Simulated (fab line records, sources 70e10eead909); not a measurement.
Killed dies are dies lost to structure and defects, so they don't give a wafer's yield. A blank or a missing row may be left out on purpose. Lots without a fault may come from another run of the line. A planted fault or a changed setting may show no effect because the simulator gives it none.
fab line records | flow nand_harc
record lots=12 wafers=36 last_day=34
route steps=1302 shown A_CONTACT@1010 END@1302
lots that met no fault: from a run of the same line without faults
start_h: hours from the record's first day to the start of the lot's first wafer shown | wait_h: hours since the lot's step before | " the same as in the row above | L1.1+2: a row that stands for several wafers | - no value, or no start given | * or withheld: withheld | < > ~ a bound
route shown NAME@n: a module of which the file shows steps, and the number in the route of the first | usual: mean/standard deviation of fault-free wafers | same: alike in all rows | chamber/n: place in a boat | sites: the reading at each site | _std_site: their standard deviation | _edge_site: outer sites' mean less inner sites' | radius_mm: how far each site lies from the wafer's centre | mask NAME#n: copy n | behind: the tool/chamber that last shaped the wafer | hold: why the lot was held/for how many hours/how that ended | device: the transistor (n, p or np) that didn't switch | end of line: the same wafers' tests at the end of the route | a step without rows: its recipe alone | killed: dies lost to structure and defects at the first sort, not the wafer's yield | map: a wafer's dies, x killed, . not, _ none there
set.NAME: the setting as run; set.NAME@STEP: as run at that earlier step | model.NAME: the simulator's own value behind a step, which no gauge read
steps of the route over a sample of lots; a table a step, a row a wafer
services: from which hour (start_h, from the record's first day; less than 0 if before it) a tool's chamber was out of use, for how many hours, and why
## steps
# step NHARC_A_CONTACT_ETCH_116
# recipe source_w=withheld pressure_mtorr=20 bias_v=3000 time_s=190 target_depth_a=18500 ar_flow_sccm=withheld c4f8_flow_sccm=withheld o2_flow_sccm=withheld chemistry=C4F8/O2/Ar
# usual chamber_pressure_mTorr=19.999/0.017
# same time_s=190
# columns lot.wafer tool chamber start_h wait_h chamber_pressure_mTorr rf_hours_counter_h
L537.2 har_cap_etch-01 0 493.27 0.1 20.000 125
L537.3 " 0 " " 19.977 -
L537.5 " 0 " " 19.972 -
L538.1 har_cap_etch-02 0 510.24 0.1 19.991 86
L538.2 " 1 " " 19.991 86
L538.4 " 0 " " 19.983 -
L539.4 har_cap_etch-01 1 523.06 0.2 20.007 -
L539.5 " 0 " " 20.031 -
L539.6 " 1 " " 19.996 -
L546.4 har_cap_etch-02 0 587.37 0.1 20.034 -
L546.3 " 1 " " 19.958 -
L546.6 " 0 " " 20.003 -
L548.4 har_cap_etch-01 0 601.28 0.1 20.026 -
L548.3 " 1 " " 19.987 -
L548.6 " 0 " " 20.019 -
L552.1 har_cap_etch-03 1 632.11 0.1 19.980 72
L552.3 " 0 " " 20.004 -
L552.4 " 1 " " 19.978 -
L558.2 har_cap_etch-01 0 679.25 0.1 20.014 27
L558.1 " 1 " " 19.998 27
L558.3 " 0 " " 19.998 -
L555.4 har_cap_etch-02 1 683.05 0.1 20.045 -
L555.3 " 0 " " 20.016 -
L555.6 " 0 " " 20.008 -
L556.1 har_cap_etch-03 0 683.78 0.1 19.979 81
L556.3 " 1 " " 20.008 -
L556.5 " 1 " " 19.989 -
L557.2 har_cap_etch-02 1 700.59 0.1 19.993 122
L557.5 " 1 " " 20.016 -
L557.6 " 0 " " 20.009 -
L559.2 har_cap_etch-02 1 728.32 0.1 20.008 126
L559.5 " 0 " " 20.025 -
L559.6 " 1 " " 20.012 -
L560.2 har_cap_etch-03 1 730.70 0.1 20.021 87
L560.3 " 1 " " 20.036 -
L560.6 " 1 " " 19.992 -
# step NHARC_A_CONTACT_ETCH_120
# recipe source_w=withheld pressure_mtorr=20 bias_v=3000 time_s=190 target_depth_a=18500 ar_flow_sccm=withheld c4f8_flow_sccm=withheld o2_flow_sccm=withheld chemistry=C4F8/O2/Ar
# usual chamber_pressure_mTorr=19.997/0.017
# same time_s=190
# columns lot.wafer tool chamber start_h wait_h chamber_pressure_mTorr rf_hours_counter_h
L537.2 har_cap_etch-01 0 493.95 0.1 20.008 126
L537.3 " 0 " " 19.991 -
L537.5 " 0 " " 20.016 -
L538.1 har_cap_etch-02 0 510.93 0.1 20.011 87
L538.2 " 1 " " 19.995 87
L538.4 " 0 " " 20.006 -
L539.4 har_cap_etch-01 1 523.97 0.2 19.979 -
L539.5 " 0 " " 19.977 -
L539.6 " 1 " " 19.964 -
L546.4 har_cap_etch-02 0 589.00 0.1 20.012 -
L546.3 " 1 " " 20.000 -
L546.6 " 0 " " 20.010 -
L548.4 har_cap_etch-01 0 601.96 0.1 20.015 -
L548.3 " 1 " " 19.980 -
L548.6 " 0 " " 20.028 -
L552.1 har_cap_etch-03 1 632.79 0.1 20.002 72
L552.3 " 0 " " 20.007 -
L552.4 " 1 " " 19.979 -
L558.2 har_cap_etch-01 0 679.94 0.1 19.990 28
L558.1 " 1 " " 19.974 28
L558.3 " 0 " " 19.982 -
L555.4 har_cap_etch-02 1 683.73 0.1 20.001 -
L555.3 " 0 " " 19.994 -
L555.6 " 0 " " 20.003 -
L556.1 har_cap_etch-03 0 684.47 0.1 20.028 81
L556.3 " 1 " " 19.998 -
L556.5 " 1 " " 19.975 -
L557.2 har_cap_etch-02 1 701.27 0.1 19.964 122
L557.5 " 1 " " 19.974 -
L557.6 " 0 " " 19.984 -
L559.2 har_cap_etch-02 1 729.00 0.1 20.002 126
L559.5 " 0 " " 19.991 -
L559.6 " 1 " " 20.004 -
L560.2 har_cap_etch-03 1 731.38 0.1 20.005 88
L560.3 " 1 " " 19.994 -
L560.6 " 1 " " 19.997 -
# step NHARC_A_CONTACT_ETCH_121
# recipe source_w=withheld pressure_mtorr=20 bias_v=3000 time_s=190 target_depth_a=18500 ar_flow_sccm=withheld c4f8_flow_sccm=withheld o2_flow_sccm=withheld chemistry=C4F8/O2/Ar
# usual chamber_pressure_mTorr=20.002/0.019
# same time_s=190
# columns lot.wafer tool chamber start_h wait_h chamber_pressure_mTorr rf_hours_counter_h
L537.2 har_cap_etch-01 0 494.12 0.1 20.002 126
L537.3 " 0 " " 19.981 -
L537.5 " 0 " " 20.016 -
L538.1 har_cap_etch-02 0 511.10 0.1 20.023 87
L538.2 " 1 " " 20.004 87
L538.4 " 0 " " 20.022 -
L539.4 har_cap_etch-01 1 524.20 0.2 20.033 -
L539.5 " 0 " " 19.989 -
L539.6 " 1 " " 20.055 -
L546.4 har_cap_etch-02 0 589.17 0.1 19.977 -
L546.3 " 1 " " 20.031 -
L546.6 " 0 " " 20.013 -
L548.4 har_cap_etch-01 0 602.13 0.1 19.978 -
L548.3 " 1 " " 20.023 -
L548.6 " 0 " " 19.989 -
L552.1 har_cap_etch-03 1 632.96 0.1 19.992 72
L552.3 " 0 " " 20.001 -
L552.4 " 1 " " 20.022 -
L558.2 har_cap_etch-01 0 680.11 0.1 19.970 28
L558.1 " 1 " " 20.008 28
L558.3 " 0 " " 20.017 -
L555.4 har_cap_etch-02 1 683.90 0.1 19.992 -
L555.3 " 0 " " 19.987 -
L555.6 " 0 " " 20.015 -
L556.1 har_cap_etch-03 0 684.64 0.1 19.983 81
L556.3 " 1 " " 20.047 -
L556.5 " 1 " " 20.038 -
L557.2 har_cap_etch-02 1 701.44 0.1 20.015 122
L557.5 " 1 " " 19.996 -
L557.6 " 0 " " 19.989 -
L559.2 har_cap_etch-02 1 729.17 0.1 19.994 126
L559.5 " 0 " " 20.029 -
L559.6 " 1 " " 20.017 -
L560.2 har_cap_etch-03 1 731.55 0.1 19.981 88
L560.3 " 1 " " 19.981 -
L560.6 " 1 " " 19.979 -
# step NHARC_A_CONTACT_ETCH_102
# recipe target_depth_a=1000 overetch_a=100 time_s=55 ion_energy_ev=100 cf4_flow_sccm=80 o2_flow_sccm=20 ar_flow_sccm=0 rf_w=300 bias_w=100 chemistry=CF4/O2
# usual chamber_pressure_mTorr=29.999/0.028 drypump_motor_current_A=5.8/0.43 o2_flow_sccm=19.99/0.063 oes_product_au=1.001/0.0073 rf_vpp_V=198.2/1.2 showerhead_plenum_p_Torr=1.35/0.045 throttle_valve_pct=13.398/0.0083
# same time_s=55
# columns lot.wafer tool chamber start_h wait_h chamber_pressure_mTorr drypump_motor_current_A o2_flow_sccm oes_product_au rf_hours_counter_h rf_vpp_V showerhead_plenum_p_Torr throttle_valve_pct
L537.2 rie_diel-03 2 495.93 0.1 30.043 5.9 19.98 0.996 5 198.3 1.30 13.407
L537.3 " 3 " " 30.010 6.5 19.99 0.999 4 197.8 1.38 13.385
L537.5 " 1 " " 29.939 6.1 19.84 0.998 - 198.6 1.39 13.394
L538.1 rie_diel-03 0 513.02 0.1 30.022 5.3 19.89 1.000 6 200.1 1.35 13.391
L538.4 " 1 " " 29.990 6.1 19.93 0.995 7 198.1 1.39 13.396
L538.2 " 2 " " 30.027 5.9 19.97 1.010 7 197.8 1.30 13.401
L539.4 rie_diel-03 0 526.43 0.1 29.967 5.3 19.90 1.001 7 199.4 1.35 13.397
L539.5 " 2 " " 29.993 5.9 19.96 1.002 - 197.6 1.30 13.391
L539.6 " 3 " " 29.985 6.5 19.95 0.997 - 199.3 1.38 13.406
L546.4 rie_diel-03 1 590.95 0.1 29.960 6.1 19.91 1.007 17 199.3 1.39 13.379
L546.3 " 2 " " 30.017 5.9 19.93 0.944 18 197.4 1.30 13.391
L546.6 " 2 " " 30.050 5.9 20.00 1.012 - 196.5 1.30 13.397
L548.3 rie_diel-03 1 603.96 0.1 30.023 6.1 20.06 0.932 20 199.3 1.39 13.389
L548.4 " 3 " " 29.967 6.5 19.97 1.007 21 197.6 1.38 13.399
L548.6 " 2 " " 30.023 5.9 19.91 0.998 - 196.3 1.30 13.404
L552.4 rie_diel-04 1 634.76 0.0 30.040 5.7 20.09 1.002 36 198.2 1.36 13.411
L552.3 " 2 " " 30.059 6.0 19.96 1.001 31 198.2 1.35 13.403
L552.1 " 0 " " 30.022 5.6 19.91 1.004 39 199.2 1.37 13.403
L558.1 rie_diel-04 1 681.97 0.1 30.000 5.7 20.08 0.998 50 197.8 1.35 13.398
L558.3 " 3 " " 29.994 5.0 20.04 1.001 46 194.1 1.29 13.403
L558.2 " 0 " " 29.991 5.6 20.08 1.001 53 198.7 1.36 13.402
L555.3 rie_diel-11 3 685.74 0.0 30.000 5.7 20.09 1.001 22 197.5 1.37 13.394
L555.4 " 1 " " 29.998 5.7 20.02 1.006 18 196.1 1.27 13.387
L555.6 " 3 " " 30.031 5.7 19.98 0.987 - 199.2 1.37 13.398
L556.1 rie_diel-11 1 686.44 0.1 29.989 5.7 20.13 1.004 18 197.2 1.27 13.410
L556.3 " 3 " " 30.060 5.7 19.92 1.004 22 197.5 1.37 13.401
L556.5 " 2 " " 29.986 5.8 19.99 1.007 - 200.8 1.43 13.392
L557.2 rie_diel-04 3 703.27 0.1 30.016 5.0 20.00 1.010 53 196.7 1.29 13.388
L557.6 " 3 " " 29.994 5.0 20.09 1.004 - 196.9 1.29 13.397
L557.5 " 0 " " 29.991 5.6 19.92 1.006 - 199.5 1.36 13.413
L559.2 rie_diel-03 3 730.98 0.1 29.998 6.5 20.00 1.003 13 198.7 1.37 13.399
L559.5 " 1 " " 29.990 6.1 19.94 0.993 - 199.3 1.38 13.409
L559.6 " 2 " " 29.948 5.9 19.91 1.012 - 198.1 1.29 13.408
L560.3 rie_diel-03 0 733.38 0.1 30.019 5.3 20.04 0.997 12 198.2 1.34 13.396
L560.2 " 1 " " 30.018 6.2 20.06 1.003 13 200.1 1.38 13.404
L560.6 " 1 " " 30.014 6.2 20.03 1.006 - 199.7 1.38 13.393
# step NHARC_END_SORT_01
# recipe temp_c=25
# usual killed_at_array=62/16 killed_at_other=0.8/1.1 killed_at_periphery=4/3.2 killed_dies=67/16 killed_open=3.5/1.9 killed_short=2.1/1.5
# same gross_dies=677
# columns lot.wafer tool chamber start_h wait_h killed_at_array killed_at_other killed_at_periphery killed_dies killed_open killed_short
L539.4 prober-02 0 596.47 3.4 17 2 4 23 3 4
L539.5 prober-02 0 597.27 3.7 26 5 5 36 3 0
L539.6 prober-02 0 598.06 4.0 24 3 2 29 3 3
L546.3 prober-01 0 673.78 3.1 509 0 3 512 1 3
L546.4 prober-01 0 674.58 3.4 65 1 3 69 3 2
L546.6 prober-01 0 676.18 4.0 60 0 5 65 5 0
L548.3 prober-01 0 681.58 3.1 559 2 3 564 1 2
L548.4 prober-01 0 682.37 3.4 53 0 10 63 3 2
L548.6 prober-01 0 683.96 4.0 46 0 8 54 2 0
L552.1 prober-02 0 698.02 2.5 61 0 5 66 5 4
L552.3 prober-02 0 699.60 3.1 57 0 3 60 4 0
L552.4 prober-02 0 700.38 3.4 64 0 3 67 5 6
L560.2 prober-01 0 806.57 2.8 58 0 0 58 2 2
L560.3 prober-01 0 807.38 3.1 63 0 4 67 2 4
L560.6 prober-01 0 809.78 4.0 45 2 3 50 6 1
# killed by level:class
L539.4 A_CHANNEL_HOLE_D2:chamber_film_flake=8 P_GATE:chamber_film_flake=3 A_M1:chamber_film_flake=2 THIN_TSV:chamber_film_flake=2 P_CONTACT:geometric_particle:open=1 A_ONON_D1:geometric_particle:open=1 A_ONON_D1:geometric_particle:short=1 A_CHANNEL_FILL_D1:geometric_particle:short=1
L539.5 A_CHANNEL_HOLE_D2:chamber_film_flake=8 A_CONTACT:chamber_film_flake=6 THIN_TSV:chamber_film_flake=5 A_M1:chamber_film_flake=4 P_GATE:chamber_film_flake=3 A_CHANNEL_HOLE_D1:chamber_film_flake=3 A_ONON_D1:geometric_particle:open=1 A_CHANNEL_FILL_D2:geometric_particle:open=1
L539.6 A_M1:chamber_film_flake=7 A_CHANNEL_HOLE_D2:chamber_film_flake=5 A_CONTACT:chamber_film_flake=3 THIN_TSV:chamber_film_flake=3 A_SOURCE_PLATE:geometric_particle:open=1 A_ONON_D2:geometric_particle:short=1 A_CHANNEL_FILL_D2:geometric_particle:short=1 A_CONTACT:geometric_particle:open=1
L546.3 A_CONTACT:area_etch=446 A_CHANNEL_HOLE_D1:chamber_film_flake=29 A_CHANNEL_HOLE_D2:chamber_film_flake=23 A_CONTACT:chamber_film_flake=4 A_CHANNEL_FILL_D1:chamber_film_flake=2 A_CHANNEL_FILL_D1:geometric_particle:short=1 A_CHANNEL_HOLE_D2:geometric_particle:short=1 A_CONTACT:geometric_particle:open=1
L546.4 A_CHANNEL_HOLE_D1:chamber_film_flake=38 A_CHANNEL_HOLE_D2:chamber_film_flake=13 A_CONTACT:chamber_film_flake=6 A_STAIRCASE:chamber_film_flake=2 A_WL_FILL:chamber_film_flake=2 P_CONTACT:geometric_particle:open=1 A_ONON_D1:geometric_particle:short=1 A_CHANNEL_FILL_D1:geometric_particle:open=1
L546.6 A_CHANNEL_HOLE_D1:chamber_film_flake=34 A_CHANNEL_HOLE_D2:chamber_film_flake=14 A_SLIT:chamber_film_flake=4 A_M0:geometric_particle:open=2 A_CONTACT:chamber_film_flake=2 P_GATE:geometric_particle:open=1 P_M0:geometric_particle:open=1 A_BLC:geometric_particle:open=1
L548.3 A_CONTACT:area_etch=515 A_CHANNEL_HOLE_D1:chamber_film_flake=32 A_CONTACT:chamber_film_flake=5 P_GATE:chamber_film_flake=2 A_STAIRCASE:chamber_film_flake=2 THIN_TSV:chamber_film_flake=2 A_ONON_D1:geometric_particle:open=1 A_ONON_D1:geometric_particle:short=1
L548.4 A_CHANNEL_HOLE_D1:chamber_film_flake=36 P_GATE:chamber_film_flake=5 A_CONTACT:chamber_film_flake=5 A_BONDPAD:chamber_film_flake=4 P_STI:chamber_film_flake=3 A_SGD_CUT:geometric_particle:open=1 A_WL_FILL:geometric_particle:short=1 A_WL_FILL:geometric_particle:open=1
L548.6 A_CHANNEL_HOLE_D1:chamber_film_flake=31 P_STI:chamber_film_flake=4 P_GATE:chamber_film_flake=4 A_WL_FILL:chamber_film_flake=4 A_BONDPAD:chamber_film_flake=3 A_CONTACT:chamber_film_flake=2 A_SLIT:chamber_film_flake=2 A_ONON_D2:geometric_particle:open=1
L552.1 A_CHANNEL_HOLE_D1:chamber_film_flake=34 A_CONTACT:chamber_film_flake=10 A_DECK1_JOINT:chamber_film_flake=3 P_GATE:chamber_film_flake=2 A_SLIT:chamber_film_flake=2 A_STAIRCASE:chamber_film_flake=2 A_WL_FILL:chamber_film_flake=2 P_STI:geometric_particle:short=1
L552.3 A_CHANNEL_HOLE_D1:chamber_film_flake=33 A_STAIRCASE:chamber_film_flake=8 A_CONTACT:chamber_film_flake=7 P_GATE:chamber_film_flake=3 A_SLIT:chamber_film_flake=3 A_SOURCE_PLATE:geometric_particle:open=1 A_ONON_D1:geometric_particle:open=1 A_SGD_CUT:geometric_particle:open=1
L552.4 A_CHANNEL_HOLE_D1:chamber_film_flake=37 A_CONTACT:chamber_film_flake=6 A_CHANNEL_FILL_D1:chamber_film_flake=4 A_ONON_D1:geometric_particle:short=2 A_SLIT:chamber_film_flake=2 A_DECK1_JOINT:chamber_film_flake=2 A_STAIRCASE:chamber_film_flake=2 P_GATE:geometric_particle:short=1
L560.2 A_SLIT:chamber_film_flake=29 A_CHANNEL_HOLE_D1:chamber_film_flake=10 A_WL_FILL:chamber_film_flake=5 A_CONTACT:chamber_film_flake=4 A_M0:geometric_particle:open=2 A_CHANNEL_HOLE_D2:chamber_film_flake=2 A_CHANNEL_HOLE_D1:geometric_particle:short=1 A_CHANNEL_FILL_D1:geometric_particle:short=1
L560.3 A_SLIT:chamber_film_flake=32 A_CHANNEL_HOLE_D1:chamber_film_flake=17 A_STAIRCASE:chamber_film_flake=3 P_GATE:chamber_film_flake=2 A_WL_FILL:chamber_film_flake=2 A_CONTACT:chamber_film_flake=2 A_CHANNEL_FILL_D1:geometric_particle:short=1 A_DECK1_JOINT:geometric_particle:open=1
L560.6 A_SLIT:chamber_film_flake=23 A_CHANNEL_HOLE_D1:chamber_film_flake=12 A_M0:geometric_particle:open=2 THIN_TSV:chamber_film_flake=2 A_WL_FILL:chamber_film_flake=2 P_CONTACT:geometric_particle:short=1 A_SOURCE_PLATE:geometric_particle:open=1 A_CHANNEL_FILL_D1:geometric_particle:open=1
## services
# columns tool chamber start_h hours kind
rie_diel-11 3 472.03 2.5 repair
rie_diel-11 2 475.80 1.7 repair
rie_diel-11 1 479.93 1.9 repair
rie_diel-03 0 492.42 - clean
har_cap_etch-01 - 497.00 17.0 pm
har_cap_etch-01 0 497.00 17.0 vent_cycle
har_cap_etch-01 1 497.00 17.0 vent_cycle
rie_diel-11 2 499.34 4.3 repair
har_cap_etch-01 0 514.00 - clean
har_cap_etch-01 1 514.00 - clean
har_cap_etch-01 1 514.00 - consumable_replace:focus_ring
har_cap_etch-02 - 521.66 0.2 repair
har_cap_etch-01 - 531.32 0.4 repair
rie_diel-04 - 531.90 9.0 pm
har_cap_etch-01 - 536.09 5.5 repair
rie_diel-03 0 583.13 5.1 repair
rie_diel-11 1 593.13 14.8 repair
rie_diel-11 - 612.05 9.0 pm
rie_diel-11 3 632.52 1.7 repair
rie_diel-03 - 635.30 9.0 pm
rie_diel-04 - 708.90 9.0 pm
rie_diel-11 2 714.40 3.5 repair
rie_diel-03 0 718.40 1.2 repair
har_cap_etch-02 - 719.74 0.1 repair
## key
first_sign step=NHARC_A_CONTACT_ETCH_102 reading=oes_product_au direction=down sigmas=8.6 usual=1.001 struck=0.938
effect step=NHARC_END_SORT_01 reading=killed_at_array direction=up sigmas=29 usual=62 struck=534
more_kills_born_at NHARC_A_CONTACT_ETCH_102@rie_diel-03=961
met_at NHARC_A_CONTACT_ETCH_102
struck_lots L546,L548
struck_wafers L546.3,L548.3
later_rows_left_out L546.3,L548.3
tester_left_out L546,L548
not_acting_at NHARC_A_CONTACT_ETCH_116,NHARC_A_CONTACT_ETCH_120,NHARC_A_CONTACT_ETCH_121
onset_between 526.43 590.95
fault kind=process_parameter_drift tool=rie_diel-03 chamber=- onset_h=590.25 steps=NHARC_A_CONTACT_ETCH_102 channel=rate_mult offset=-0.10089 shape=step end_h=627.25 scope=struck_wafers_only
# tester_left_out: of these lots the tester's yield and bins aren't shown, on N5 and GAA mostly nor the transistor test; their killed dies are dies lost to structure and defects alone, not to doping, threshold or leakage, so they don't give the yield
# later_rows_left_out: the simulator's readings of these wafers behind a module that went badly wrong aren't trusted and aren't shown, but for the sort
